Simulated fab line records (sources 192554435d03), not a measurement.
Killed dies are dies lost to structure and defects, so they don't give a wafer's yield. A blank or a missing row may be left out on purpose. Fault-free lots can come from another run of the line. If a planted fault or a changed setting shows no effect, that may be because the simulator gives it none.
Chamber matching -- flow n5Finfet -- 4 sister chambers for N5_BEOL_M13_VIA_ETCH_16 on rieDiel-03
The step etches SiOC in C4F8/O2/Ar, target depth 921.7 nm. 4 wafers are shown with their chamber, then 8 later ones without.

== WAFERS PAIRED WITH THEIR CHAMBERS ==
wafer,chamber,drypumpMotorCurrentA (A)
L348.3,3,5.1
L352.1,1,5.4
L352.3,0,5.5
L354.3,2,6.1

== WAFERS WITH NO CHAMBER GIVEN ==
wafer,drypumpMotorCurrentA (A)
L354.4,5.1
L354.5,5.4
L357.1,5.5
L357.3,6.2
L357.4,5.4
L361.1,6.1
L361.4,5.5
L361.5,5.4

== CHAMBER TAKEN BY EACH ==
wafer,from the rows above,in truth
L354.4,3,3
L354.5,1,1
L357.1,0,0
L357.3,2,2
L357.4,1,1
L361.1,2,2
L361.4,0,0
L361.5,1,1
Correctly placed: 8 of 8. Number that these rows cannot place: 0. Number placed wrongly: 0.
How it was worked out, from the rows above alone: a wafer's distance from a chamber is the root of the sum, over the readings, of the square of ((its reading less the chamber's mean) divided by the reading's scatter). The wafer belongs to the nearest chamber; if the next one is less than 2 further off, it can't be placed. The mean given for a chamber averages the wafers shown for that chamber. The scatter: root of mean squared gap, hidden wafer to nearest shown wafer, with one shown wafer a chamber.
